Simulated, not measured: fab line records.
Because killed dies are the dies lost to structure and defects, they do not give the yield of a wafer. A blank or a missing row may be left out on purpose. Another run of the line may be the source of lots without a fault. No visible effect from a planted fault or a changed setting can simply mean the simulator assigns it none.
Chamber matching :: flow n5_finfet :: rie_diel-05 running N5_BEOL_M3_DESCUM_33: 4 sister chambers
The step chemistry O2, time 7 s. 8 wafers are shown with their chamber, then 9 later ones without.

## WAFERS, EACH WITH ITS CHAMBER
wafer: L078.3
chamber: 2
drypump_motor_current_A (A): 6.4
showerhead_plenum_p_Torr (Torr): 1.99

wafer: L088.4
chamber: 0
drypump_motor_current_A (A): 6.4
showerhead_plenum_p_Torr (Torr): 2.06

wafer: L090.1
chamber: 3
drypump_motor_current_A (A): 5.5
showerhead_plenum_p_Torr (Torr): 1.99

wafer: L090.3
chamber: 1
drypump_motor_current_A (A): 5.0
showerhead_plenum_p_Torr (Torr): 2.14

wafer: L090.5
chamber: 1
drypump_motor_current_A (A): 5.0
showerhead_plenum_p_Torr (Torr): 2.14

wafer: L094.2
chamber: 2
drypump_motor_current_A (A): 6.3
showerhead_plenum_p_Torr (Torr): 1.98

wafer: L094.4
chamber: 0
drypump_motor_current_A (A): 6.4
showerhead_plenum_p_Torr (Torr): 2.06

wafer: L094.6
chamber: 3
drypump_motor_current_A (A): 5.5
showerhead_plenum_p_Torr (Torr): 1.99

## WAFERS WHOSE CHAMBER IS MISSING
wafer: L095.1
drypump_motor_current_A (A): 6.4
showerhead_plenum_p_Torr (Torr): 2.05

wafer: L095.2
drypump_motor_current_A (A): 5.5
showerhead_plenum_p_Torr (Torr): 1.99

wafer: L095.3
drypump_motor_current_A (A): 5.5
showerhead_plenum_p_Torr (Torr): 1.99

wafer: L095.4
drypump_motor_current_A (A): 6.4
showerhead_plenum_p_Torr (Torr): 2.05

wafer: L095.5
drypump_motor_current_A (A): 6.4
showerhead_plenum_p_Torr (Torr): 2.05

wafer: L095.6
drypump_motor_current_A (A): 5.5
showerhead_plenum_p_Torr (Torr): 1.99

wafer: L097.3
drypump_motor_current_A (A): 5.5
showerhead_plenum_p_Torr (Torr): 1.99

wafer: L097.4
drypump_motor_current_A (A): 6.4
showerhead_plenum_p_Torr (Torr): 2.05

wafer: L097.5
drypump_motor_current_A (A): 6.4
showerhead_plenum_p_Torr (Torr): 2.05

## THE CHAMBER EACH PASSED THROUGH
wafer: L095.1
from the rows above: 0
in truth: 0

wafer: L095.2
from the rows above: 3
in truth: 3

wafer: L095.3
from the rows above: 3
in truth: 3

wafer: L095.4
from the rows above: 0
in truth: 0

wafer: L095.5
from the rows above: 0
in truth: 0

wafer: L095.6
from the rows above: 3
in truth: 3

wafer: L097.3
from the rows above: 3
in truth: 3

wafer: L097.4
from the rows above: 0
in truth: 0

wafer: L097.5
from the rows above: 0
in truth: 0
9 of 9 placed correctly. Number that these rows cannot place: 0. Placed wrongly: 0.
How it was worked out, from the rows above alone: a wafer's distance from a chamber is the root of the sum, over the readings, of the square of ((its reading less the chamber's mean) divided by the reading's scatter). If the next closest chamber is less than 2 further off than the closest, the wafer can't be placed; otherwise it belongs to the closest. The mean given for a chamber averages the wafers shown for that chamber. The scatter: the root of (the sum of the squares of (reading less its chamber's mean) over the shown wafers, divided by (wafers less chambers)).
